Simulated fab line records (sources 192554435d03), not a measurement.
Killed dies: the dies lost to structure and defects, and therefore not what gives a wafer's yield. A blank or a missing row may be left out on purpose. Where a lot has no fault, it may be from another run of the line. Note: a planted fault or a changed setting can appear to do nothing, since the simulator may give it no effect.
2 desks, one fault    flow n5Finfet    what lay behind the numbers comes last; until then each desk has only its own

== THE METROLOGY DESK ==
Lot by lot, what the gauges showed, no matter which tool ran the lot: averages of those sampled wafers that carry a number. Marked OUT: a lot whose mean sits more than 4 standard deviations from the usual mean, which makes it out of limits; the brackets give that distance. Readings shown: 7 of its 10, picked as those furthest out on some lot.
Columns: A = DIBL_P at N5_BEOL_M4_RC_MEAS_101, usual 35.6 mV/V; B = IOFF_P at N5_BEOL_M4_RC_MEAS_101, usual 0.20 nA/um; C = ION_N at N5_BEOL_M4_RC_MEAS_101, usual 671 uA/um; D = ION_P at N5_BEOL_M4_RC_MEAS_101, usual 460 uA/um; E = SS_N at N5_BEOL_M4_RC_MEAS_101, usual 71.4 mV/dec; F = VT_N at N5_BEOL_M4_RC_MEAS_101, usual 251 mV; G = VT_P at N5_BEOL_M4_RC_MEAS_101, usual -251 mV
lot   first seen here  A     B     C    D    E     F    G
L112  day 8 12:00      37.0  0.19  672  457  71.7  255  -255
L116  day 9 04:26      37.0  0.18  664  452  71.6  251  -255
L115  day 9 07:43      33.2  0.17  670  458  71.0  252  -252
L122  day 10 17:42     35.8  0.18  669  455  71.0  249  -255
L125  day 11 17:20     36.5  0.19  673  462  71.9  251  -252
L126  day 11 17:46     34.7  0.18  666  457  71.3  252  -253
L127  day 12 09:48     36.3  0.20  661  455  72.3  252  -254
L128  day 12 13:02     35.0  0.17  669  458  71.0  253  -255
L130  day 12 19:22     34.5  0.19  662  457  71.5  253  -249
L131  day 13 00:59     35.0  0.22  678  464  71.8  246  -249
This desk's verdict: no lot among the 10 shows anything out of limits.

== TOOL OWNER'S DESK, lithoTrack-03 ==
The tool's own readings at N5_BEOL_M14_COAT_58 (time 60 s, resist thk 89 nm): means of the sampled wafers that have a number, for each lot that ran on this tool. Marked OUT: a lot whose mean sits more than 4 standard deviations from the usual mean, which makes it out of limits; the brackets give that distance.
Columns: A = plateTempC at N5_BEOL_M14_COAT_58, usual 205.01 C; B = spinSpeedRpm at N5_BEOL_M14_COAT_58, usual 1500.0 rpm
lot   first seen here  A       B
L126  day 14 19:28     204.90  1500.0
L125  day 14 20:07     205.12  1499.6
L130  day 15 21:50     204.90  2226.9 (+99 or more) OUT
L131  day 16 02:18     205.21  2228.3 (+99 or more) OUT
This desk finds L130, L131 out of limits, L130 being first, at day 15 21:50 (spinSpeedRpm at N5_BEOL_M14_COAT_58). L126, L125 stayed within limits.

== BROUGHT TOGETHER ==
The tool owner's desk had the chance to raise an alarm at day 15 21:50 on L130, L131.
At the metrology desk, nothing out of limits was observed.
The metrology desk has L130, L131 on record, within its limits.
All the named lots went through N5_BEOL_M14_COAT_58 on lithoTrack-03.

== WHAT HAD BEEN PUT IN BY THE SIMULATOR ==
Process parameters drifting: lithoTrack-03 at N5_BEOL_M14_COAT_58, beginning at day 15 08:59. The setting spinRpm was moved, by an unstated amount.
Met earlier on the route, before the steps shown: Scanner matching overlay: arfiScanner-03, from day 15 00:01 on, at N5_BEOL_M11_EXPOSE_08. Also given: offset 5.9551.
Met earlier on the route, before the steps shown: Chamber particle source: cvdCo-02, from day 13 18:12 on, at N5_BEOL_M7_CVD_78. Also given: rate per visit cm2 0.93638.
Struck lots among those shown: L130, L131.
Delay in hours, fault start to first out-of-limits reading, by desk: the tool owner's desk at 13.
